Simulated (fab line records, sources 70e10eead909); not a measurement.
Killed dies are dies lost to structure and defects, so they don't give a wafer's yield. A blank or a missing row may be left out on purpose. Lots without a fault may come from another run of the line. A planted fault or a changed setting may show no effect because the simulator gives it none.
Chamber matching | flow nand_harc | NHARC_A_M0_STRIP_18 on rie_diel-10: 4 sister chambers
The step strips in N2/H2. 8 wafers are shown with their chamber, then 8 later ones without.

WAFERS WITH THEIR CHAMBER
wafer  | chamber | showerhead_plenum_p_Torr (Torr) | oes_product_au (a.u.)
L076.3 | 2       | 2.17                            | 0.994
L076.4 | 1       | 1.98                            | 1.008
L078.1 | 2       | 2.16                            | 0.994
L078.4 | 3       | 1.96                            | 0.982
L077.2 | 3       | 1.96                            | 0.990
L077.4 | 0       | 2.15                            | 1.025
L077.6 | 1       | 1.98                            | 1.000
L081.1 | 0       | 2.15                            | 1.019

WAFERS WITHOUT THEIR CHAMBER
wafer  | showerhead_plenum_p_Torr (Torr) | oes_product_au (a.u.)
L081.3 | 2.16                            | 0.991
L081.5 | 2.15                            | 1.002
L090.3 | 2.15                            | 1.003
L090.4 | 1.96                            | 0.978
L090.5 | 2.16                            | 1.007
L097.1 | 1.97                            | 1.000
L097.4 | 2.16                            | 1.003
L097.6 | 1.95                            | 1.014

WHICH CHAMBER EACH WENT THROUGH
wafer  | from the rows above     | in truth
L081.3 | 2                       | 2
L081.5 | can't be placed: 0 or 2 | 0
L090.3 | can't be placed: 0 or 2 | 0
L090.4 | 3                       | 3
L090.5 | can't be placed: 2 or 0 | 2
L097.1 | can't be placed: 1 or 3 | 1
L097.4 | 2                       | 2
L097.6 | can't be placed: 3 or 1 | 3
Placed correctly: 3 of 8. Can't be placed from these rows: 5 (the true chamber is among the candidates in 5). Placed wrongly: 0.
How it was worked out, from the rows above alone: a wafer's distance from a chamber is the root of the sum, over the readings, of the square of ((its reading less the chamber's mean) divided by the reading's scatter). The wafer belongs to the nearest chamber; if the next one is less than 2 further off, it can't be placed. A chamber's mean is the mean of its shown wafers. The scatter: the root of (the sum of the squares of (reading less its chamber's mean) over the shown wafers, divided by (wafers less chambers)).
